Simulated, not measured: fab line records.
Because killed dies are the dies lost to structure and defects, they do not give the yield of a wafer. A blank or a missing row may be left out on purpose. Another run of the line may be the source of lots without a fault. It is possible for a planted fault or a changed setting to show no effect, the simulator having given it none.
Which tool is to blame? ; flow n5 finfet ; 7 lots, 21 wafers sampled, at 8 steps of a route of 1938

## WHAT THE GAUGES READ, wafer by wafer
N5_BEOL_M14_CD_MEAS_28: the cd target is 284.4 nm. Usual: cd nm 283.5 nm, standard deviation 1.7.
lot;measured;on;cd nm (nm);flag
L857;day 11 10:43;cd sem-02;281.3 279.7 284.2;
L858;day 11 16:14;cd sem-02;283.8 284.2 281.0;
L859;day 11 16:38;cd sem-01;284.8 281.7 281.8;
L863;day 13 00:14;cd sem-01;283.0 285.3 284.9;
L871;day 15 01:42;cd sem-02;280.6 279.4 281.2;
L875;day 15 23:04;cd sem-03;286.1 284.1 285.4;
L876;day 16 08:23;cd sem-03;285.5 286.1 285.7;

N5_BEOL_M14_OCD_MEAS_35. Usual: trench depth nm 553 nm, standard deviation 9.2.
lot;measured;on;trench depth nm (nm);flag
L857;day 11 11:25;ocd-01;554 550 561;
L858;day 11 17:00;ocd-01;557 544 543;
L859;day 11 17:35;ocd-02;649 658 542;OFF
L863;day 13 01:01;ocd-01;559 564 553;
L871;day 15 02:26;ocd-01;556 557 561;
L875;day 15 23:46;ocd-02;559 556 549;
L876;day 16 09:10;ocd-02;569 559 557;

N5_BEOL_M14_THK_MEAS_50: measures by xrf. Usual: M14_THK 540 nm, standard deviation 9.1.
lot;measured;on;M14_THK (nm);flag
L857;day 11 19:13;film metro-01;541 540 551;
L858;day 11 19:37;film metro-01;545 534 534;
L859;day 11 21:40;film metro-02;629 640 529;OFF
L863;day 13 02:40;film metro-02;538 542 534;
L871;day 15 06:35;film metro-02;541 543 548;
L875;day 16 03:02;film metro-01;546 544 539;
L876;day 16 11:10;film metro-01;555 544 545;

N5_BEOL_M14_RS_MEAS_54: uses a four-point probe to measure. Usual: M14_RS 0.0335 ohm/sq, standard deviation 0.00058.
lot;measured;on;M14_RS (ohm/sq);flag
L857;day 11 19:21;film metro-01;0.0334 0.0338 0.0330;
L858;day 11 19:47;film metro-01;0.0332 0.0342 0.0342;
L859;day 11 21:47;film metro-02;0.0284 0.0279 0.0340;OFF
L863;day 13 02:47;film metro-02;0.0332 0.0327 0.0334;
L871;day 15 06:43;film metro-01;0.0334 0.0334 0.0330;
L875;day 16 03:10;film metro-02;0.0331 0.0332 0.0337;
L876;day 16 11:18;film metro-01;0.0326 0.0333 0.0333;

N5_BEOL_M15_RC_MEAS_101. Usual: COMB_M10 1.43e-11 S/m, standard deviation 2.7e-12; COMB_M11 1.45e-11 S/m, standard deviation 3e-12; COMB_M12 6.5e-12 S/m, standard deviation 1.4e-12; COMB_M13 5.1e-12 S/m, standard deviation 9.9e-13; COMB_M15 2.6e-12 S/m, standard deviation 6.6e-13; COMB_M5 3.6e-11 S/m, standard deviation 7.6e-12; COMB_M6 2.6e-11 S/m, standard deviation 5.4e-12; COMB_M7 2.6e-11 S/m, standard deviation 5.2e-12; COMB_M8 2.5e-11 S/m, standard deviation 4.9e-12; COMB_M9 1.5e-11 S/m, standard deviation 2.9e-12; SERP_M10 3.09 ohm/um, standard deviation 0.072; SERP_M11 3.09 ohm/um, standard deviation 0.1; SERP_M12 0.636 ohm/um, standard deviation 0.017; SERP_M13 0.311 ohm/um, standard deviation 0.0063; SERP_M14 0.162 ohm/um, standard deviation 0.0032; SERP_M14_max_site 0.164 ohm/um, standard deviation 0.0033; SERP_M5 39.0 ohm/um, standard deviation 1.6; SERP_M6 13.8 ohm/um, standard deviation 0.53; SERP_M7 14.0 ohm/um, standard deviation 0.63; SERP_M8 13.6 ohm/um, standard deviation 0.54; SERP_M9 3.11 ohm/um, standard deviation 0.086; SERP_M9_max_site 3.20 ohm/um, standard deviation 0.093.
lot;measured;on;COMB_M10 (S/m);COMB_M11 (S/m);COMB_M12 (S/m);COMB_M13 (S/m);COMB_M15 (S/m);COMB_M5 (S/m);COMB_M6 (S/m);COMB_M7 (S/m);COMB_M8 (S/m);COMB_M9 (S/m);SERP_M10 (ohm/um);SERP_M11 (ohm/um);SERP_M12 (ohm/um);SERP_M13 (ohm/um);SERP_M14 (ohm/um);SERP_M14_max_site (ohm/um);SERP_M5 (ohm/um);SERP_M6 (ohm/um);SERP_M7 (ohm/um);SERP_M8 (ohm/um);SERP_M9 (ohm/um);SERP_M9_max_site (ohm/um);flag
L857;day 12 00:30;prober-02;1.33e-11 1.6e-11 1.81e-11;1.53e-11 1.68e-11 8.8e-12;7.7e-12 6.6e-12 5e-12;4.9e-12 4.9e-12 5.3e-12;1.8e-12 1.8e-12 1.5e-12;4.1e-11 4e-11 2.9e-11;2.1e-11 2.4e-11 2.3e-11;2.3e-11 2e-11 2.6e-11;2.3e-11 2.1e-11 1.9e-11;1.6e-11 1.22e-11 1.27e-11;3.07 3.14 3.01;3.19 2.98 3.06;0.625 0.597 0.640;0.306 0.305 0.315;0.164 0.166 0.157;0.166 0.169 0.159;38.4 39.5 38.3;13.8 13.4 13.3;13.2 14.3 13.4;13.5 13.5 14.0;3.07 3.05 3.02;3.14 3.16 3.06;
L858;day 12 01:11;prober-01;1.48e-11 1.4e-11 1.71e-11;1.45e-11 1.13e-11 8e-12;9.4e-12 5.1e-12 1.09e-11;5.1e-12 6.6e-12 5.9e-12;2.8e-12 2.7e-12 2.7e-12;3.3e-11 3e-11 3.7e-11;2.2e-11 3e-11 2.8e-11;3.2e-11 3e-11 2.5e-11;3.2e-11 3.1e-11 3.1e-11;1.78e-11 1.84e-11 2.1e-11;3.09 3.05 3.12;3.02 3.20 3.16;0.675 0.669 0.680;0.313 0.316 0.316;0.158 0.166 0.167;0.162 0.167 0.171;38.6 37.7 36.5;14.7 14.3 14.0;15.0 14.5 14.6;13.6 14.0 13.5;3.17 3.23 3.19;3.20 3.34 3.28;
L859;day 12 03:44;prober-02;1.4e-11 1.53e-11 1.12e-11;1.48e-11 1.24e-11 1.24e-11;4.7e-12 6.6e-12 8.9e-12;5.9e-12 5.4e-12 7.6e-12;2.6e-12 2.4e-12 2.5e-12;3.7e-11 2.9e-11 3.1e-11;2.2e-11 3.5e-11 2.7e-11;2.6e-11 2.4e-11 2.5e-11;2.5e-11 2.3e-11 1.5e-11;1.82e-11 1.49e-11 1.65e-11;2.97 3.08 3.16;3.08 3.07 3.04;0.644 0.645 0.653;0.310 0.313 0.309;0.136 0.136 0.166;0.139 0.138 0.169;40.8 39.7 40.9;13.6 13.9 13.1;14.0 15.2 14.5;13.4 13.2 13.3;3.20 3.14 3.07;3.27 3.28 3.17;OFF
L863;day 13 16:01;prober-02;8.6e-12 1.48e-11 1.44e-11;1.56e-11 1.57e-11 1.63e-11;5e-12 6e-12 6.2e-12;3.7e-12 4.3e-12 3.9e-12;2.2e-12 1.6e-12 2.4e-12;4.6e-11 5.7e-11 6.2e-11;2.1e-11 2.3e-11 2.5e-11;3.2e-11 3.4e-11 2.8e-11;2.5e-11 2.5e-11 2.6e-11;1.15e-11 1.15e-11 9.2e-12;3.16 2.99 3.12;3.10 3.07 3.09;0.635 0.628 0.638;0.310 0.309 0.304;0.159 0.158 0.158;0.160 0.160 0.161;39.4 43.8 38.6;12.8 14.2 13.1;13.9 14.5 14.0;14.2 13.6 14.0;3.13 3.18 3.12;3.21 3.23 3.19;
L871;day 15 13:29;prober-01;1.57e-11 1.68e-11 1.67e-11;1.34e-11 1.29e-11 1.25e-11;8.6e-12 8.2e-12 6e-12;5.4e-12 5.4e-12 4.7e-12;2.8e-12 2.6e-12 2.5e-12;3.5e-11 3.6e-11 2.8e-11;2.9e-11 2.6e-11 2.1e-11;2e-11 3.8e-11 2.9e-11;1.7e-11 2.6e-11 2.6e-11;1.84e-11 1.58e-11 2.23e-11;3.27 3.13 3.05;3.15 2.98 3.18;0.629 0.653 0.657;0.308 0.294 0.315;0.164 0.163 0.162;0.165 0.166 0.164;40.9 38.5 41.7;13.7 14.4 13.6;14.4 13.4 14.0;13.6 14.9 13.8;3.20 3.17 3.05;3.28 3.21 3.14;
L875;day 16 08:03;prober-01;1.42e-11 1.46e-11 1.47e-11;1.05e-11 1.17e-11 1.54e-11;7.5e-12 8.1e-12 6.6e-12;6.4e-12 5.6e-12 4e-12;2.6e-12 3.1e-12 2.8e-12;2.9e-11 2.8e-11 2.5e-11;3e-11 2.6e-11 3e-11;2.7e-11 1.9e-11 2.8e-11;2.5e-11 2.3e-11 3e-11;1.53e-11 1.48e-11 1.51e-11;2.94 3.06 3.09;3.16 3.17 3.21;0.647 0.646 0.635;0.295 0.308 0.297;0.158 0.158 0.159;0.159 0.160 0.162;35.1 38.5 34.0;13.8 13.3 14.1;13.0 12.1 13.7;13.9 14.2 13.2;2.99 3.04 3.10;3.11 3.25 3.22;
L876;day 16 17:21;prober-01;2.07e-11 1.68e-11 1.42e-11;1.65e-11 1.78e-11 1.69e-11;5.5e-12 5.3e-12 6.3e-12;4.9e-12 5.5e-12 4.2e-12;2.4e-12 2.6e-12 4.6e-12;2.5e-11 2.9e-11 3.1e-11;2e-11 2.1e-11 2.6e-11;2e-11 2.5e-11 2.2e-11;3.4e-11 2.9e-11 3.4e-11;1.93e-11 1.53e-11 1.48e-11;3.00 3.03 3.05;3.09 2.92 3.18;0.635 0.623 0.633;0.311 0.311 0.313;0.156 0.160 0.161;0.158 0.163 0.162;38.9 39.1 37.1;13.9 13.0 13.3;13.9 13.8 14.1;13.0 13.0 14.1;3.31 3.12 3.14;3.36 3.19 3.17;

## TOOL THAT RAN EACH LOT (tool first, then ch and the chambers of the sampled wafers, then the start)
lot;N5_BEOL_M14_STRIP_63;N5_BEOL_M14_TRENCH_ETCH_34;N5_BEOL_M14_SPUTTER_43
L857;rie diel-03 ch 0,1, day 11 10:43 or earlier;rie diel-03 ch 0,2,3, day 11 11:16;pvd sputter-02, day 11 18:00
L858;rie diel-04 ch 1,2,3, day 11 16:14 or earlier;rie diel-03 ch 0,3, day 11 16:50;pvd sputter-02, day 11 18:22
L859;rie diel-02 ch 0,1,2, day 11 16:38 or earlier;rie diel-03 ch 0,1, day 11 17:25;pvd sputter-02, day 11 20:36
L863;rie diel-02 ch 1,2, day 13 00:14 or earlier;rie diel-02 ch 1,3, day 13 00:52;pvd sputter-01, day 13 01:31
L871;rie diel-02 ch 0,2,3, day 15 01:42 or earlier;rie diel-02 ch 0,1,3, day 15 02:17;pvd sputter-01, day 15 05:32
L875;rie diel-02 ch 0,2,3, day 15 23:04 or earlier;rie diel-02 ch 0,1, day 15 23:37;pvd sputter-03, day 16 01:59
L876;rie diel-04 ch 0,1,2, day 16 08:23 or earlier;rie diel-04 ch 0,1, day 16 09:00;pvd sputter-03, day 16 09:53
- N5_BEOL_M14_STRIP_63: strips in O2.
- N5_BEOL_M14_TRENCH_ETCH_34: etches SiO2 in C4F8/O2/Ar, target depth 556.65 nm, time 126.9 s.
- N5_BEOL_M14_SPUTTER_43: material TaN, target thk 15 nm, time 24.19 s.

## WHAT THE TOOLS THEMSELVES READ (means of the sampled wafers that have a number; where no wafer has one, the mark that the record gives instead)
N5_BEOL_M14_STRIP_63. Usual: drypump motor current A 5.6 A, standard deviation 0.5; oes product au 0.82 a.u., standard deviation 0.071; rf vpp V 3.7 V, standard deviation 0.94; showerhead plenum p Torr 2.08 Torr, standard deviation 0.069; temp c 59.99 C, standard deviation 0.12; throttle valve pct 16.59 %, standard deviation 0.24.
lot;tool;drypump motor current A (A);oes product au (a.u.);rf vpp V (V);showerhead plenum p Torr (Torr);temp c (C);throttle valve pct (%);flag
L857;rie diel-03;5.8;0.83;4.2;2.06;60.06;16.79;
L858;rie diel-04;5.8;0.82;3.1;2.09;60.08;16.67;
L859;rie diel-02;5.5;0.80;4.1;2.02;59.91;16.65;
L863;rie diel-02;5.5;0.83;3.2;2.04;60.14;16.46;
L871;rie diel-02;5.2;0.84;4.3;2.15;59.95;16.62;
L875;rie diel-02;5.1;0.84;4.4;2.15;59.92;16.63;
L876;rie diel-04;5.3;0.87;3.4;2.07;60.02;16.57;

N5_BEOL_M14_TRENCH_ETCH_34. Usual: drypump motor current A 5.6 A, standard deviation 0.48; oes product au 0.81 a.u., standard deviation 0.069; rf vpp V 2250 V, standard deviation 36; showerhead plenum p Torr 3.41 Torr, standard deviation 0.11; throttle valve pct 30.8 %, standard deviation 0.31.
lot;tool;drypump motor current A (A);oes product au (a.u.);rf vpp V (V);showerhead plenum p Torr (Torr);throttle valve pct (%);flag
L857;rie diel-03;5.8;0.76;2264;3.43;30.9;
L858;rie diel-03;5.5;0.76;2228;3.49;31.0;
L859;rie diel-03;5.8;0.84;2277;3.35;31.0;
L863;rie diel-02;6.0;0.87;2235;3.44;30.4;
L871;rie diel-02;5.6;0.86;2248;3.54;30.7;
L875;rie diel-02;5.5;0.87;2241;3.55;30.8;
L876;rie diel-04;5.3;0.87;2256;3.39;30.8;

N5_BEOL_M14_SPUTTER_43. Usual: throttle valve pct 30.3 %, standard deviation 0.98.
lot;tool;throttle valve pct (%);flag
L857;pvd sputter-02;30.7;
L858;pvd sputter-02;30.0;
L859;pvd sputter-02;30.7;
L863;pvd sputter-01;29.7;
L871;pvd sputter-01;29.9;
L875;pvd sputter-03;29.8;
L876;pvd sputter-03;30.4;

## THE ANSWER, worked out from the rows above alone
Rule: a lot counts as off when the mean over its wafers that have a number is more than 3 standard deviations away from the usual mean. Also off: a lot with no number at a reading for which 4 or more lots have one. Any other lot the step has rows for is counted as sound. The gauges are gone through in route order, then the tools' own readings, and for those a lot's mean is taken as printed above. At the first step where some lot is off, the reading lying furthest off is the one used; lots without a number count as furthest.
Off: L859 (N5_BEOL_M14_OCD_MEAS_35, trench depth nm).
A tool fits if, at a process step before that reading, it ran every lot that is off, and no sound lot after the first of them. The gauges at N5_BEOL_M14_OCD_MEAS_35 aren't tried: what is off there is off at N5_BEOL_M14_THK_MEAS_50 too, on other tools, and a gauge's error can't cause that. N5_BEOL_M14_STRIP_63 gives no start for some lots, so the hours and the order of its lots are those of N5_BEOL_M14_CD_MEAS_28. One candidate fits, namely rie diel-03 at N5_BEOL_M14_TRENCH_ETCH_34. Its last sound lot is L858 (day 11 16:50), its first lot that is off L859 (day 11 17:25): a fault that began between those two fits.

## WHAT WAS PUT IN BY THE SIMULATOR
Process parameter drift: rie diel-03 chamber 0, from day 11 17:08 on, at N5_BEOL_M14_TRENCH_ETCH_34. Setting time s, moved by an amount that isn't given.
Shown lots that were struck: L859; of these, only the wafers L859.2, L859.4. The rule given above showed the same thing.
